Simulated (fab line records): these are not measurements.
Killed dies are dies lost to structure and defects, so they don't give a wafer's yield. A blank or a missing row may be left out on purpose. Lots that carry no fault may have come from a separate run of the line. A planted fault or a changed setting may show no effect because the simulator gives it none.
Matching of chambers | flow nand harc | 4 sister chambers for NHARC_A_M1_ETCH_35 on rie diel-11
The step etches the open film in N2/H2, target depth 40 nm, overetch 12 nm, time 43.94 s. 8 wafers are shown with their chamber, then 9 later ones without.

EACH WAFER AND ITS CHAMBER
wafer  | chamber | showerhead plenum p Torr (Torr) | drypump motor current A (A)
L076.4 | 3       | 2.03                            | 5.7
L079.2 | 3       | 2.03                            | 5.6
L082.4 | 2       | 2.12                            | 6.3
L086.1 | 1       | 2.11                            | 6.1
L086.6 | 0       | 2.04                            | 6.3
L087.3 | 2       | 2.12                            | 6.3
L087.5 | 0       | 2.03                            | 6.3
L087.6 | 1       | 2.11                            | 6.1

WAFERS WITH NO CHAMBER GIVEN
wafer  | showerhead plenum p Torr (Torr) | drypump motor current A (A)
L088.1 | 2.12                            | 6.3
L088.2 | 2.03                            | 6.3
L088.4 | 2.11                            | 6.1
L093.1 | 2.12                            | 6.3
L093.3 | 2.03                            | 6.3
L093.4 | 2.03                            | 6.3
L095.1 | 2.11                            | 6.1
L095.2 | 2.03                            | 6.3
L095.3 | 2.12                            | 6.3

THE CHAMBER EACH PASSED THROUGH
wafer  | from the rows above | in truth
L088.1 | 2                   | 2
L088.2 | 0                   | 0
L088.4 | 1                   | 1
L093.1 | 2                   | 2
L093.3 | 0                   | 0
L093.4 | 0                   | 0
L095.1 | 1                   | 1
L095.2 | 0                   | 0
L095.3 | 2                   | 2
9 of 9 placed correctly. From these rows, 0 cannot be placed. Wrongly placed: 0.
How it was worked out, from the rows above alone: a wafer's distance from a chamber is the root of the sum, over the readings, of the square of ((its reading less the chamber's mean) divided by the reading's scatter). If the next closest chamber is less than 2 further off than the closest, the wafer can't be placed; otherwise it belongs to the closest. Each chamber's mean is taken over the wafers shown for it. The scatter is the square root of a quotient: the sum, over the shown wafers, of each reading's squared deviation from its chamber's mean, divided by wafers minus chambers.
